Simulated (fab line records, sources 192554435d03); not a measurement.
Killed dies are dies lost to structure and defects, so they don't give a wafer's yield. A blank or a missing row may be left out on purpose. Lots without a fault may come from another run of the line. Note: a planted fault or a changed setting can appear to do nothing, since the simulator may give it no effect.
fab line records | flow n5_finfet
[record] lots = 24 wafers = 72 last_day = 17
route steps=1938 shown GATE_CUT@514 MOL_CONTACT_COAG@544 BEOL_M0_SAQP@650
lots with no fault: from the same line, run without faults
start_h: start of the lot's first displayed wafer, in hours after the record's first day | wait_h: hours since the lot's step before | " same as the row above | L1.1+2: several wafers, shown together as one row | - either no value or no given start | * or withheld: withheld | < > ~ a bound
route shown NAME@n: NAME is a module with steps in the file, n the number in the route of the first one | usual: average and standard deviation across the fault-free wafers | same: alike in all rows | chamber/n: place in a boat | sites: the reading at each site | _std_site: their standard deviation | _edge_site: mean of outer sites minus mean of inner sites | radius_mm: how far each site lies from the wafer's centre | mask NAME#n: copy n | behind: the last tool/chamber to shape the wafer | hold: what put the lot on hold/how long, in hours/how the hold closed | device: transistor that didn't switch, given as n, p or np | end of line: the tests these same wafers got at the end of their route | a step without rows: its recipe alone | killed: dies lost to structure and defects at the first sort, not the wafer's yield | map: dies across one wafer; x = killed, . = not, _ = none there
set.NAME: the setting that was run; set.NAME@STEP: the one run at that earlier step | model.NAME: the simulator's own value behind a step, which no gauge read
route steps across a sampled set of lots; one table per step, one row per wafer
services: the hour from which a tool's chamber was out of use, counted from the record's first day as start_h (under 0 if before that day), plus the number of hours and why
[[steps]]
[step N5_GATE_CUT_CMP_61]
[recipe] stop_on = SiNx t_overpolish_s = 3 post_cmp_clean = alkaline_brush down_force_psi = 4 platen_rpm = 27.09 pad_velocity_m_s = 0.539
[usual] motor_current_A = 12.3/1.2
// columns lot.wafer tool chamber start_h wait_h motor_current_A
L075.2 cmp-04 1 93.36 0.4 11.7
L075.6 " 1 " " 12.4
L075.5 " 2 " " 10.6
L076.3 cmp-03 2 99.14 0.3 12.4
L076.4 " 0 " " 13.9
L076.6 " 2 " " 12.4
L077.2 cmp-04 3 109.71 0.4 14.8
L077.4 " 0 " " 11.5
L077.6 " 0 " " 11.5
L074.1 cmp-04 0 111.23 0.3 11.6
L074.3 " 1 " " 12.1
L074.5 " 3 " " 14.7
L078.4 cmp-01 3 113.93 0.3 12.7
L078.5 " 1 " " 11.3
L078.6 " 2 " " 12.6
L079.1 cmp-01 2 117.25 0.3 13.1
L079.3 " 3 " " 12.6
L079.5 " 0 " " 12.2
L080.3 cmp-04 2 124.32 0.3 10.5
L080.2 " 3 " " 14.7
L080.6 " 1 " " 12.5
L081.1 cmp-03 3 130.79 0.3 10.7
L081.4 " 0 " " 14.3
L081.5 " 3 " " 10.9
L082.4 cmp-04 1 141.80 0.4 12.0
L082.2 " 3 " " 14.0
L082.5 " 2 " " 11.1
L083.4 cmp-01 0 147.28 0.4 12.9
L083.1 " 1 " " 11.7
L083.3 " 3 " " 12.9
L084.4 cmp-04 2 151.89 0.4 10.4
L084.1 " 3 " " 14.4
L084.2 " 1 " " 12.8
L085.3 cmp-03 3 157.79 0.4 10.9
L085.2 " 1 " " 11.5
L085.6 " 3 " " 10.1
L086.4 cmp-04 1 166.39 0.3 12.2
L086.2 " 2 " " 10.5
L086.5 " 0 " " 11.8
L087.1 cmp-01 0 171.44 0.3 12.6
L087.6 " 3 " " 12.7
L087.5 " 0 " " 11.7
L088.4 cmp-01 2 175.19 0.2 12.9
L088.6 " 3 " " 11.9
L088.5 " 0 " " 13.2
L089.2 cmp-04 3 178.22 0.3 14.1
L089.6 " 2 " " 10.8
L089.5 " 3 " " 14.8
L090.3 cmp-01 0 186.56 0.4 12.6
L090.2 " 3 " " 12.4
L090.5 " 1 " " 11.8
L091.2 cmp-04 0 192.05 0.3 11.0
L091.5 " 2 " " 10.7
L091.6 " 3 " " 14.1
L092.4 cmp-01 3 194.84 0.3 12.4
L092.2 " 1 " " 11.4
L092.5 " 3 " " 12.0
L093.3 cmp-01 2 201.95 0.4 14.0
L093.2 " 3 " " 12.9
L093.6 " 2 " " 13.6
L094.2 cmp-04 1 207.37 0.4 12.2
L094.3 " 0 " " 11.6
L094.5 " 1 " " 12.9
L095.4 cmp-04 2 214.63 0.4 10.4
L095.2 " 0 " " 11.7
L095.5 " 2 " " 10.8
L096.1 cmp-04 2 218.57 0.4 10.2
L096.4 " 0 " " 12.8
L096.6 " 2 " " 10.7
L097.3 cmp-03 1 225.16 0.4 11.8
L097.4 " 2 " " 12.6
L097.6 " 2 " " 12.0
[step N5_MOL_CONTACT_COAG_ALD_20]
[recipe] material = TiN target_thk_a = 15 temp_c = 400 ald_precursor_family = TiCl4 ald_co_reactant = NH3 pulse_time_s = 1 purge_time_s = 3 co_reactant_purge_time_s = 2 co_reactant_pulse_time_s = 2 ald_cycles = 68 pressure_torr = 3
[usual] heater_power_outer_w = 532/65 heater_power_w = 886/100 precursor_pulse_height_rel = 0.999/0.022
[same] ald_cycles = 68 pulse_time_s = 1
// columns lot.wafer tool chamber start_h wait_h heater_power_outer_w heater_power_w precursor_pulse_height_rel
L075.2 ald_metal-03 1 97.95 0.1 432 770 0.999
L075.5 " 0 " " 560 977 0.983
L075.6 " 1 " " 441 745 1.015
L076.3 ald_metal-03 0 101.41 0.1 568 953 1.036
L076.4 " 1 " " 438 762 0.981
L076.6 " 2 " " 547 868 0.998
L077.2 ald_metal-02 2 111.61 0.1 535 930 1.013
L077.4 " 0 " " 583 1032 0.986
L077.6 " 1 " " 447 704 1.011
L074.1 ald_metal-03 2 112.80 0.1 556 872 1.003
L074.3 " 3 " " 557 962 1.005
L074.5 " 0 " " 543 997 0.999
L078.4 ald_metal-03 2 116.21 0.1 544 895 0.987
L078.5 " 1 " " 434 762 1.000
L078.6 " 2 " " 559 879 0.996
L079.1 ald_metal-03 1 119.32 0.1 447 748 1.012
L079.3 " 3 " " 559 913 0.991
L079.5 " 3 " " 566 907 0.956
L080.2 ald_metal-01 3 126.22 0.1 612 920 1.020
L080.3 " 2 " " 634 985 1.018
L080.6 " 2 " " 633 998 1.026
L081.1 ald_metal-03 1 132.61 0.1 434 750 1.019
L081.4 " 3 " " 568 925 0.947
L081.5 " 0 " " 557 988 1.018
L082.2 ald_metal-03 3 144.28 0.1 555 911 0.986
L082.4 " 1 " " 450 759 0.975
L082.5 " 1 " " 443 759 0.981
L083.1 ald_metal-03 1 149.69 0.1 446 739 0.978
L083.3 " 3 " " 558 924 1.012
L083.4 " 0 " " 547 981 0.993
L084.1 ald_metal-03 1 154.10 0.1 443 770 0.965
L084.2 " 2 " " 546 883 0.975
L084.4 " 3 " " 567 916 0.977
L085.2 ald_metal-03 1 159.54 0.1 442 725 1.016
L085.3 " 2 " " 550 905 1.021
L085.6 " 1 " " 436 752 0.980
L086.2 ald_metal-03 3 168.30 0.1 571 942 0.993
L086.4 " 2 " " 565 871 1.003
L086.5 " 2 " " 530 869 0.994
L087.1 ald_metal-03 1 173.52 0.1 441 748 0.991
L087.5 " 1 " " 426 758 1.032
L087.6 " 0 " " 544 968 1.002
L088.4 ald_metal-03 2 177.05 0.2 542 870 0.985
L088.5 " 0 " " 561 973 0.988
L088.6 " 1 " " 438 756 1.004
L089.2 ald_metal-03 2 180.09 0.1 543 870 0.960
L089.5 " 0 " " 553 986 1.045
L089.6 " 2 " " 543 843 0.981
L090.2 ald_metal-03 1 190.82 0.1 442 734 1.029
L090.3 " 2 " " 535 871 1.022
L090.5 " 0 " " 550 1022 0.983
L091.2 ald_metal-03 0 193.67 0.1 558 981 0.986
L091.5 " 1 " " 445 778 1.007
L091.6 " 0 " " 571 987 1.042
L092.2 ald_metal-02 3 197.23 0.1 505 873 1.017
L092.4 " 2 " " 527 914 1.004
L092.5 " 1 " " 446 706 1.068
L093.2 ald_metal-02 0 203.70 0.1 593 1006 0.979
L093.3 " 3 " " 500 862 0.999
L093.6 " 2 " " 517 914 0.957
L094.2 ald_metal-01 0 209.44 0.1 668 1065 0.959
L094.3 " 1 " " 496 819 0.987
L094.5 " 0 " " 660 1079 1.000
L095.2 ald_metal-02 0 217.62 0.1 582 968 0.990
L095.4 " 2 " " 504 896 1.071
L095.5 " 0 " " 590 1011 0.997
L096.1 ald_metal-01 1 220.67 0.1 483 841 1.026
L096.4 " 3 " " 607 928 1.010
L096.6 " 3 " " 607 931 1.001
L097.3 ald_metal-01 0 229.66 0.1 666 1066 0.990
L097.4 " 2 " " 643 1006 0.980
L097.6 " 2 " " 629 1008 1.004
[step N5_MOL_CONTACT_COAG_ALD_27]
[recipe] material = SiOC target_thk_a = 170 temp_c = 400 ald_precursor_family = carbosiloxane ald_co_reactant = H2-plasma pulse_time_s = 1.5 time_s = 2720 purge_time_s = 2 co_reactant_purge_time_s = 2 ald_cycles = 340 pressure_torr = 2
[usual] heater_power_outer_w = 531/67 heater_power_w = 863/97 precursor_pulse_height_rel = 1.001/0.02
[same] ald_cycles = 340 pulse_time_s = 1.5
// columns lot.wafer tool chamber start_h wait_h heater_power_outer_w heater_power_w precursor_pulse_height_rel
L075.2 ald_sin-02 3 102.75 0.2 560 875 0.992
L075.5 " 3 " " 569 880 1.001
L075.6 " 0 " " 486 793 0.979
L076.3 ald_sin-02 1 106.92 1.5 505 822 1.021
L076.4 " 3 " " 580 877 1.013
L076.6 " 0 " " 477 791 0.998
L077.2 ald_sin-03 0 117.26 0.0 514 827 0.952
L077.4 " 2 " " 563 932 1.011
L077.6 " 3 " " 629 962 0.994
L074.1 ald_sin-01 0 119.05 0.5 373 620 1.018
L074.3 " 2 " " 645 1120 1.002
L074.5 " 1 " " 546 879 0.995
L078.4 ald_sin-03 1 120.65 0.0 438 756 1.011
L078.5 " 3 " " 630 965 0.998
L078.6 " 2 " " 557 920 1.019
L079.1 ald_sin-03 1 123.65 0.4 437 740 1.001
L079.3 " 2 " " 563 917 0.988
L079.5 " 2 " " 541 938 0.996
L080.2 ald_sin-01 2 131.01 0.0 633 1098 1.001
L080.3 " 3 " " 484 832 1.004
L080.6 " 2 " " 651 1098 1.020
L081.1 ald_sin-03 3 136.71 0.0 620 965 0.994
L081.4 " 1 " " 441 750 0.990
L081.5 " 3 " " 621 948 0.999
L082.2 ald_sin-02 3 148.99 0.0 562 907 0.977
L082.4 " 0 " " 477 811 0.983
L082.5 " 3 " " 568 881 1.005
L083.1 ald_sin-03 0 157.17 0.4 526 851 0.980
L083.3 " 1 " " 449 747 1.018
L083.4 " 2 " " 547 916 0.997
L084.1 ald_sin-02 0 160.03 0.0 476 794 0.980
L084.2 " 1 " " 517 858 1.001
L084.4 " 2 " " 525 863 1.033
L085.2 ald_sin-02 2 166.34 0.0 530 863 1.005
L085.3 " 0 " " 486 803 0.967
L085.6 " 3 " " 571 887 1.020
L086.2 ald_sin-02 0 174.26 0.0 471 784 1.015
L086.4 " 2 " " 519 864 0.984
L086.5 " 3 " " 562 882 1.054
L087.1 ald_sin-01 1 178.13 0.0 569 857 1.018
L087.5 " 2 " " 671 1084 1.011
L087.6 " 1 " " 552 876 1.024
L088.4 ald_sin-03 0 181.33 0.1 506 845 1.034
L088.5 " 3 " " 613 975 1.015
L088.6 " 0 " " 513 841 1.008
L089.2 ald_sin-01 1 185.90 1.4 572 848 1.001
L089.5 " 2 " " 630 1099 1.003
L089.6 " 3 " " 491 888 1.022
L090.2 ald_sin-02 0 195.91 0.0 476 791 0.989
L090.3 " 1 " " 564 868 0.992
L090.5 " 3 " " 587 898 1.012
L091.2 ald_sin-02 1 198.91 0.0 532 883 0.970
L091.5 " 3 " " 564 908 0.989
L091.6 " 1 " " 549 869 1.010
L092.2 ald_sin-03 2 202.86 0.0 555 949 1.011
L092.4 " 0 " " 498 828 0.971
L092.5 " 0 " " 505 823 1.002
L093.2 ald_sin-03 0 208.12 0.0 517 820 1.036
L093.3 " 3 " " 612 954 0.975
L093.6 " 3 " " 633 961 1.009
L094.2 ald_sin-03 3 214.22 0.0 619 951 1.006
L094.3 " 0 " " 523 818 0.981
L094.5 " 0 " " 507 821 1.013
L095.2 ald_sin-01 3 224.64 0.0 470 814 0.977
L095.4 " 1 " " 556 884 0.990
L095.5 " 2 " " 658 1061 1.005
L096.1 ald_sin-02 1 227.44 0.0 531 854 1.012
L096.4 " 0 " " 489 790 0.994
L096.6 " 0 " " 477 784 1.023
L097.3 ald_sin-03 2 235.40 0.0 552 913 1.001
L097.4 " 0 " " 509 837 1.027
L097.6 " 1 " " 439 750 0.984
[step N5_MOL_CONTACT_COAG_ETCH_124]
[recipe] chemistry = CH3F/O2 target = SiNx target_depth_a = 65 mask_material = SOC stop_on = SiOC over_etch_frac = 0.3 ion_energy_ev = 120 pressure_mtorr = 30 source_w = 395 bias_w = 73 Ar_flow_sccm = 150 CH3F_flow_sccm = 30 O2_flow_sccm = 20 ends = end_point
[usual] CH3F_flow_sccm = 29.99/0.083 drypump_motor_current_A = 5.5/0.52 oes_product_au = 0.70/0.082 rf_vpp_V = 296/7.5 showerhead_plenum_p_Torr = 1.99/0.049 throttle_valve_pct = 16.34/0.23
// columns lot.wafer tool chamber start_h wait_h CH3F_flow_sccm drypump_motor_current_A oes_product_au rf_hours_counter_h rf_vpp_V showerhead_plenum_p_Torr throttle_valve_pct
L075.2 rie_diel-03 1 109.54 0.0 29.89 5.9 0.59 248 297 1.95 16.57
L075.5 " 1 " " 29.84 5.9 0.58 - 296 1.95 16.60
L075.6 " 2 " " 30.06 5.8 0.82 - 305 2.05 15.98
L076.3 rie_diel-06 2 113.40 0.0 29.80 4.7 0.58 230 291 1.96 16.56
L076.4 " 0 " " 29.92 5.3 0.81 11 289 2.06 15.96
L076.6 " 3 " " 29.94 4.8 0.61 - 293 2.10 16.67
L077.2 rie_diel-05 0 123.48 0.0 30.08 5.9 0.78 25 294 1.96 16.35
L077.4 " 2 " " 30.01 4.8 0.64 144 283 1.92 16.40
L077.6 " 2 " " 30.16 4.8 0.64 - 282 1.92 16.41
L074.1 rie_diel-06 2 125.24 0.0 29.91 4.7 0.58 233 289 1.96 16.56
L074.3 " 1 " " 30.06 5.9 0.59 210 294 1.98 16.69
L074.5 " 1 " " 29.96 5.9 0.59 - 293 1.98 16.70
L078.4 rie_diel-06 0 126.53 0.0 29.88 5.3 0.80 14 287 2.06 15.98
L078.5 " 1 " " 30.05 5.9 0.59 - 295 1.99 16.70
L078.6 " 0 " " 30.01 5.2 0.79 - 289 2.06 15.97
L079.1 rie_diel-05 3 128.87 0.0 29.92 6.1 0.62 180 295 1.99 16.48
L079.3 " 1 " " 30.03 5.1 0.76 15 306 2.04 16.07
L079.5 " 3 " " 29.84 6.1 0.62 - 297 1.99 16.49
L080.2 rie_diel-05 2 135.72 0.0 29.99 4.8 0.63 149 282 1.92 16.40
L080.3 " 3 " " 29.91 6.1 0.62 183 295 1.99 16.50
L080.6 " 0 " " 30.02 5.9 0.76 - 295 1.96 16.35
L081.1 rie_diel-06 2 141.46 0.0 30.06 4.7 0.58 239 291 1.96 16.56
L081.4 " 3 " " 29.95 4.8 0.60 193 295 2.10 16.68
L081.5 " 1 " " 30.10 5.9 0.60 - 294 1.98 16.71
L082.2 rie_diel-05 1 154.99 0.0 30.00 5.1 0.75 25 306 2.03 16.08
L082.4 " 2 " " 30.12 4.8 0.63 158 284 1.92 16.43
L082.5 " 1 " " 29.95 5.1 0.75 - 307 2.03 16.09
L083.1 rie_diel-05 2 162.41 0.0 30.02 4.8 0.63 161 282 1.92 16.44
L083.3 " 1 " " 29.80 5.1 0.75 28 307 2.03 16.10
L083.4 " 3 " " 29.89 6.1 0.62 194 296 1.98 16.51
L084.1 rie_diel-05 2 165.27 0.0 29.99 4.8 0.63 162 283 1.92 16.45
L084.2 " 0 " " 29.94 5.9 0.75 40 293 1.96 16.38
L084.4 " 1 " " 30.04 5.1 0.75 29 307 2.03 16.10
L085.2 rie_diel-03 1 171.51 0.0 30.07 5.9 0.80 10 297 1.94 16.09
L085.3 " 2 " " 29.88 5.8 0.77 - 304 2.04 16.04
L085.6 " 2 " " 30.03 5.8 0.77 - 306 2.04 16.04
L086.2 rie_diel-05 2 179.58 0.0 30.00 4.8 0.63 167 283 1.91 16.46
L086.4 " 3 " " 29.97 6.1 0.62 199 294 1.98 16.50
L086.5 " 1 " " 29.92 5.1 0.74 - 306 2.03 16.11
L087.1 rie_diel-05 0 183.24 0.0 30.03 5.9 0.74 45 296 1.96 16.39
L087.5 " 0 " " 29.94 5.9 0.74 - 295 1.96 16.39
L087.6 " 1 " " 29.92 5.1 0.73 - 307 2.03 16.12
L088.4 rie_diel-05 2 187.44 0.0 30.03 4.8 0.62 170 283 1.91 16.45
L088.5 " 2 " " 29.90 4.8 0.62 - 284 1.91 16.46
L088.6 " 3 " " 29.82 6.1 0.61 - 297 1.98 16.51
L089.2 rie_diel-03 1 191.19 0.0 30.04 5.9 0.78 17 296 1.94 16.10
L089.5 " 1 " " 30.02 5.9 0.78 - 296 1.94 16.08
L089.6 " 0 " " 29.98 6.3 0.83 - 304 1.99 16.39
L090.2 rie_diel-05 1 200.90 0.0 29.94 5.1 0.72 41 307 2.03 16.11
L090.3 " 2 " " 29.96 4.9 0.62 174 284 1.91 16.46
L090.5 " 1 " " 29.92 5.1 0.73 - 306 2.03 16.12
L091.2 rie_diel-06 3 203.65 0.0 30.05 4.8 0.59 219 294 2.09 16.74
L091.5 " 1 " " 29.99 5.9 0.58 - 293 1.97 16.77
L091.6 " 2 " " 30.10 4.7 0.81 - 291 1.95 16.13
L092.2 rie_diel-03 0 207.67 0.0 29.93 6.2 0.82 12 303 1.98 16.39
L092.4 " 1 " " 29.99 5.9 0.77 - 297 1.94 16.11
L092.5 " 2 " " 29.89 5.8 0.75 - 304 2.03 16.05
L093.2 rie_diel-03 2 214.29 0.0 29.99 5.8 0.75 53 305 2.03 16.07
L093.3 " 0 " " 29.85 6.3 0.81 14 304 1.98 16.41
L093.6 " 2 " " 29.89 5.8 0.75 - 305 2.03 16.06
L094.2 rie_diel-05 0 219.49 0.0 29.97 5.9 0.73 57 295 1.95 16.39
L094.3 " 3 " " 29.85 6.1 0.61 212 296 1.98 16.53
L094.5 " 3 " " 29.96 6.1 0.61 - 296 1.98 16.53
L095.2 rie_diel-03 3 231.22 0.0 30.18 5.5 0.81 4 303 2.03 16.09
L095.4 " 0 " " 30.07 6.3 0.80 19 304 1.98 16.42
L095.5 " 3 " " 30.00 5.5 0.82 - 302 2.03 16.08
L096.1 rie_diel-03 3 233.40 0.0 30.00 5.5 0.81 5 305 2.03 16.11
L096.4 " 0 " " 29.99 6.3 0.79 20 303 1.98 16.42
L096.6 " 2 " " 29.94 5.8 0.73 - 305 2.03 16.09
L097.3 rie_diel-05 1 240.33 0.0 30.12 5.1 0.70 58 306 2.02 16.15
L097.4 " 3 " " 29.92 6.1 0.60 223 296 1.97 16.57
L097.6 " 1 " " 30.07 5.1 0.71 - 307 2.02 16.17
[step N5_MOL_CONTACT_COAG_INSPECT_97]
[recipe] inspect_instrument = darkfield mode = post_anneal
[usual] raw_defect_count = 42/15
// columns lot.wafer tool chamber start_h wait_h raw_defect_count
L075.2 defect_inspect-01 - 113.89 0.1 27
L075.5 " - " " 29
L075.6 " - " " 38
L076.3 defect_inspect-02 - 117.56 0.1 55
L076.4 " - " " 35
L076.6 " - " " 63
L077.2 defect_inspect-01 - 127.64 0.0 42
L077.4 " - " " 30
L077.6 " - " " 37
L074.1 defect_inspect-02 - 130.62 0.0 53
L074.3 " - " " 54
L074.5 " - " " 90
L079.1 defect_inspect-02 - 133.62 0.0 32
L079.3 " - " " 52
L079.5 " - " " 48
L078.4 defect_inspect-01 - 133.68 0.1 42
L078.5 " - " " 56
L078.6 " - " " 39
L080.2 defect_inspect-02 - 139.87 0.1 68
L080.3 " - " " 26
L080.6 " - " " 58
L081.1 defect_inspect-02 - 145.65 0.0 58
L081.4 " - " " 49
L081.5 " - " " 44
L082.2 defect_inspect-01 - 159.15 0.0 36
L082.4 " - " " 40
L082.5 " - " " 36
L083.1 defect_inspect-01 - 166.55 0.0 34
L083.3 " - " " 34
L083.4 " - " " 31
L084.1 defect_inspect-01 - 169.55 0.0 37
L084.2 " - " " 34
L084.4 " - " " 51
L085.2 defect_inspect-01 - 175.81 0.1 31
L085.3 " - " " 53
L085.6 " - " " 49
L086.2 defect_inspect-02 - 183.78 0.0 35
L086.4 " - " " 28
L086.5 " - " " 39
L087.1 defect_inspect-02 - 187.50 0.0 42
L087.5 " - " " 51
L087.6 " - " " 36
L088.4 defect_inspect-02 - 191.66 0.1 26
L088.5 " - " " 44
L088.6 " - " " 29
L089.2 defect_inspect-02 - 195.33 0.0 33
L089.5 " - " " 29
L089.6 " - " " 27
L090.2 defect_inspect-02 - 205.07 0.0 16
L090.3 " - " " 26
L090.5 " - " " 21
L091.2 defect_inspect-02 - 208.07 0.0 15
L091.5 " - " " 42
L091.6 " - " " 41
L092.2 defect_inspect-01 - 211.82 0.1 40
L092.4 " - " " 44
L092.5 " - " " 34
L093.2 defect_inspect-02 - 218.44 0.0 40
L093.3 " - " " 44
L093.6 " - " " 28
L094.2 defect_inspect-02 - 223.86 0.1 34
L094.3 " - " " 48
L094.5 " - " " 33
L095.2 defect_inspect-02 - 235.36 0.0 33
L095.4 " - " " 27
L095.5 " - " " 27
L096.1 defect_inspect-01 - 238.36 0.0 51
L096.4 " - " " 46
L096.6 " - " " 65
L097.3 defect_inspect-02 - 244.49 0.1 45
L097.4 " - " " 30
L097.6 " - " " 90
[step N5_BEOL_M0_SAQP_OVL_MEAS_15]
[recipe] points_per_wafer = 44
[usual] M0_CORE_OVL = 0.2/0.72
// columns lot.wafer tool chamber start_h wait_h M0_CORE_OVL[nm]
L075.2 overlay-01 0 117.06 0.0 -0.1
L075.5 " 0 " " -0.3
L075.6 " 0 " " 0.2
L076.3 overlay-01 0 120.23 0.0 -0.1
L076.4 " 0 " " 1.4
L076.6 " 0 " " 0.5
L077.2 overlay-02 0 128.84 0.0 0.1
L077.4 " 0 " " -0.9
L077.6 " 0 " " 1.0
L074.1 overlay-02 0 132.73 0.0 -0.4
L074.3 " 0 " " 0.0
L074.5 " 0 " " -0.5
L078.4 overlay-02 0 134.88 0.0 0.8
L078.5 " 0 " " 1.1
L078.6 " 0 " " 1.3
L079.1 overlay-02 0 135.04 0.0 -0.5
L079.3 " 0 " " 1.1
L079.5 " 0 " " -0.7
L080.2 overlay-02 0 141.96 0.0 -1.3
L080.3 " 0 " " -0.7
L080.6 " 0 " " -0.4
L081.1 overlay-02 0 148.59 0.0 0.0
L081.4 " 0 " " 1.0
L081.5 " 0 " " 0.8
L082.2 overlay-02 0 160.44 0.0 -0.3
L082.4 " 0 " " -0.4
L082.5 " 0 " " -0.9
L083.1 overlay-01 0 170.16 0.0 -0.6
L083.3 " 0 " " -0.2
L083.4 " 0 " " -1.0
L084.1 overlay-01 0 171.36 0.0 0.7
L084.2 " 0 " " 0.1
L084.4 " 0 " " 0.5
L085.2 overlay-02 0 177.82 0.0 0.4
L085.3 " 0 " " 0.1
L085.6 " 0 " " -0.3
L086.2 overlay-02 0 185.82 0.0 0.6
L086.4 " 0 " " -0.4
L086.5 " 0 " " 0.3
L087.1 overlay-01 0 191.77 0.0 -0.1
L087.5 " 0 " " -0.5
L087.6 " 0 " " 0.5
L088.4 overlay-02 0 193.97 0.0 -0.4
L088.5 " 0 " " -1.8
L088.6 " 0 " " -1.0
L089.2 overlay-01 0 198.45 0.0 0.4
L089.5 " 0 " " -0.1
L089.6 " 0 " " -0.2
L090.2 overlay-01 0 206.32 0.0 -1.1
L090.3 " 0 " " -0.7
L090.5 " 0 " " -0.2
L091.2 overlay-01 0 210.39 0.0 1.4
L091.5 " 0 " " 1.0
L091.6 " 0 " " 1.5
L092.2 overlay-01 0 214.13 0.0 0.2
L092.4 " 0 " " -0.1
L092.5 " 0 " " 0.2
L093.2 overlay-01 0 221.06 0.0 1.6
L093.3 " 0 " " 0.8
L093.6 " 0 " " 0.6
L094.2 overlay-02 0 225.12 0.0 0.8
L094.3 " 0 " " 0.6
L094.5 " 0 " " -0.1
L095.2 overlay-01 0 237.82 0.0 1.2
L095.4 " 0 " " 0.3
L095.5 " 0 " " 1.7
L096.1 overlay-02 0 240.16 0.0 -0.1
L096.4 " 0 " " 0.2
L096.6 " 0 " " 0.7
L097.3 overlay-01 0 245.83 0.0 -0.2
L097.4 " 0 " " 0.1
L097.6 " 0 " " 0.6
[[services]]
// columns tool chamber start_h hours kind
ald_metal-02 3 77.14 10.3 repair
ald_metal-03 - 77.42 2.8 pm
rie_diel-03 0 77.63 53.1 repair
ald_sin-02 3 78.35 9.7 repair
ald_sin-01 - 85.25 14.0 pm
ald_sin-03 - 96.95 6.1 pm
rie_diel-03 2 97.15 3.3 repair
ald_sin-01 - 99.25 14.6 pm
rie_diel-06 0 100.78 9.1 repair
cmp-01 - 105.68 0.8 repair
rie_diel-06 - 119.48 4.4 repair
rie_diel-06 0 124.63 1.7 repair
ald_sin-03 3 142.57 3.6 repair
cmp-01 - 153.97 4.1 pm
rie_diel-03 - 158.24 0.4 repair
rie_diel-03 3 168.79 4.2 repair
ald_metal-03 3 169.81 26.9 repair
cmp-04 - 172.72 1.8 repair
ald_sin-02 - 176.82 14.0 pm
ald_sin-02 - 192.50 2.8 pm
ald_sin-03 3 204.97 1.7 repair
rie_diel-03 0 218.61 7.7 repair
rie_diel-06 - 223.44 14.6 pm
rie_diel-05 - 229.22 0.1 repair
[[key]]
fault none
